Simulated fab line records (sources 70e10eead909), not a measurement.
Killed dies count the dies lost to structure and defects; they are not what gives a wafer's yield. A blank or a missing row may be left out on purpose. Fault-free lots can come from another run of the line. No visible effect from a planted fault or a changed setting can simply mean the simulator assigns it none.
Matching of chambers :: flow nand_harc :: ald_hk-04 running NHARC_A_CHANNEL_FILL_D2_ALD_14: 4 sister chambers
The step deposits SiO2, target thk 2.5 nm, pulse time 10 s, ald cycles 25. 8 wafers are shown with their chamber, then 8 later ones without.

== EACH WAFER AND ITS CHAMBER ==
wafer: L083.2
chamber: 3
heater_power_w (W): 533
precursor_pulse_height_rel: 0.963

wafer: L083.4
chamber: 0
heater_power_w (W): 422
precursor_pulse_height_rel: 0.997

wafer: L082.1
chamber: 1
heater_power_w (W): 399
precursor_pulse_height_rel: 0.946

wafer: L082.5
chamber: 2
heater_power_w (W): 487
precursor_pulse_height_rel: 1.005

wafer: L082.2
chamber: 0
heater_power_w (W): 409
precursor_pulse_height_rel: 1.025

wafer: L082.3
chamber: 3
heater_power_w (W): 548
precursor_pulse_height_rel: 1.019

wafer: L082.6
chamber: 1
heater_power_w (W): 399
precursor_pulse_height_rel: 0.990

wafer: L091.2
chamber: 2
heater_power_w (W): 495
precursor_pulse_height_rel: 1.000

== WAFERS WITH NO CHAMBER GIVEN ==
wafer: L091.5
heater_power_w (W): 531
precursor_pulse_height_rel: 0.969

wafer: L091.6
heater_power_w (W): 506
precursor_pulse_height_rel: 1.012

wafer: L090.1
heater_power_w (W): 496
precursor_pulse_height_rel: 1.027

wafer: L090.4
heater_power_w (W): 395
precursor_pulse_height_rel: 0.965

wafer: L090.5
heater_power_w (W): 498
precursor_pulse_height_rel: 1.024

wafer: L097.1
heater_power_w (W): 441
precursor_pulse_height_rel: 1.020

wafer: L097.5
heater_power_w (W): 447
precursor_pulse_height_rel: 1.008

wafer: L097.6
heater_power_w (W): 520
precursor_pulse_height_rel: 1.028

== WHICH CHAMBER EACH WENT THROUGH ==
wafer: L091.5
from the rows above: 3
in truth: 3

wafer: L091.6
from the rows above: 2
in truth: 2

wafer: L090.1
from the rows above: 2
in truth: 2

wafer: L090.4
from the rows above: 1
in truth: 1

wafer: L090.5
from the rows above: 2
in truth: 2

wafer: L097.1
from the rows above: 0
in truth: 0

wafer: L097.5
from the rows above: can't be placed: 0 or 2
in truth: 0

wafer: L097.6
from the rows above: can't be placed: 3 or 2
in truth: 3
Placed correctly: 6 of 8. Not placeable from these rows: 2 (in 2, the candidates include the true chamber). Placed wrongly: 0.
How it was worked out, from the rows above alone: a wafer's distance from a chamber is the root of the sum, over the readings, of the square of ((its reading less the chamber's mean) divided by the reading's scatter). The wafer belongs to the nearest chamber; if the next one is less than 2 further off, it can't be placed. The mean given for a chamber averages the wafers shown for that chamber. The scatter: the root of (the sum of the squares of (reading less its chamber's mean) over the shown wafers, divided by (wafers less chambers)).
